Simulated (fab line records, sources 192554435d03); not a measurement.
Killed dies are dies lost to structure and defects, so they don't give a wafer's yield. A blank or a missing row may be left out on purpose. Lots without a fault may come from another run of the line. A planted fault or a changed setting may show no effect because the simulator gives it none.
One fault seen from 2 desks | flow n5_finfet | each desk has only its own numbers; what lay behind them comes last

THE METROLOGY DESK
What the gauges read, lot by lot, whatever tool the lot ran on: means of the sampled wafers that have a number. A lot is out of limits, marked OUT, if its mean lies more than 4 standard deviations from the usual mean; the brackets give that distance. Of its 11 readings 7 are shown: those that lie furthest out on some lot.
Columns: A = DIBL_N at N5_BEOL_M4_RC_MEAS_101, usual 36.2 mV/V; B = IOFF_P at N5_BEOL_M4_RC_MEAS_101, usual 0.21 nA/um; C = ION_N at N5_BEOL_M4_RC_MEAS_101, usual 675 uA/um; D = ION_P at N5_BEOL_M4_RC_MEAS_101, usual 464 uA/um; E = VT_N at N5_BEOL_M4_RC_MEAS_101, usual 250.4 mV; F = VT_P at N5_BEOL_M4_RC_MEAS_101, usual -250 mV; G = PASS_OPEN_OVL at N5_PASSIVATION_OVL_MEAS_66, usual -1 nm
lot  | first seen here | A    | B    | C   | D   | E     | F    | G
L552 | day 7 20:24     | 37.5 | 0.25 | 681 | 471 | 250.1 | -247 | 1
L554 | day 8 17:38     | 37.3 | 0.21 | 668 | 460 | 253.2 | -252 | 2
L555 | day 8 18:03     | 35.6 | 0.18 | 656 | 451 | 253.5 | -254 | -1
L557 | day 9 10:29     | 38.5 | 0.22 | 684 | 462 | 251.3 | -251 | -2
L560 | day 10 02:59    | 36.3 | 0.23 | 693 | 473 | 247.9 | -249 | 8
L562 | day 10 11:46    | 36.5 | 0.21 | 689 | 467 | 247.7 | -249 | 4
L564 | day 11 09:55    | 36.2 | 0.24 | 675 | 472 | 250.4 | -247 | -2
L565 | day 11 15:15    | 38.0 | 0.29 | 690 | 476 | 245.0 | -242 | -2
L567 | day 12 13:26    | 35.5 | 0.18 | 685 | 457 | 251.5 | -254 | -9
L569 | day 12 17:14    | 35.9 | 0.20 | 699 | 475 | 248.9 | -250 | 1
This desk's finding: nothing out of limits on any of the 10 lots.

THE TOOL OWNER'S DESK: rie_diel-01
The tool's own readings at N5_FIN_CUT_ETCH_21 (etches SOC in N2/H2, target depth 219 nm, overetch 43.8 nm, time 523.5 s): means of the sampled wafers that have a number, for each lot that ran on this tool. A lot is out of limits, marked OUT, if its mean lies more than 4 standard deviations from the usual mean; the brackets give that distance.
Columns: A = chamber_pressure_mTorr at N5_FIN_CUT_ETCH_21, usual 30.002 mTorr; B = drypump_motor_current_A at N5_FIN_CUT_ETCH_21, usual 5.7 A; C = oes_product_au at N5_FIN_CUT_ETCH_21, usual 0.71 a.u.; D = rf_vpp_V at N5_FIN_CUT_ETCH_21, usual 241.0 V; E = showerhead_plenum_p_Torr at N5_FIN_CUT_ETCH_21, usual 2.56 Torr; F = throttle_valve_pct at N5_FIN_CUT_ETCH_21, usual 17.80 %
lot  | first seen here | A      | B   | C    | D     | E    | F
L552 | day 2 08:40     | 30.016 | 5.3 | 0.72 | 242.4 | 2.62 | 17.70
L554 | day 2 21:18     | 29.993 | 5.6 | 0.73 | 240.1 | 2.56 | 17.79
L557 | day 3 15:22     | 29.997 | 5.3 | 0.70 | 239.9 | 2.55 | 17.90
L562 | day 4 20:46     | 30.008 | 5.7 | 0.73 | 240.4 | 2.52 | 17.91
L564 | day 5 09:41     | 30.023 | 5.4 | 0.71 | 241.4 | 2.59 | 17.83
L567 | day 6 05:19     | 30.020 | 6.0 | 0.71 | 240.1 | 2.50 | 17.87
L569 | day 7 00:31     | 29.989 | 6.0 | 0.70 | 240.1 | 2.50 | 17.88
This desk's finding: nothing out of limits on any of the 7 lots.

PUT TOGETHER
The metrology desk saw nothing out of limits.
The tool owner's desk saw nothing out of limits.

WHAT THE SIMULATOR HAD PUT IN
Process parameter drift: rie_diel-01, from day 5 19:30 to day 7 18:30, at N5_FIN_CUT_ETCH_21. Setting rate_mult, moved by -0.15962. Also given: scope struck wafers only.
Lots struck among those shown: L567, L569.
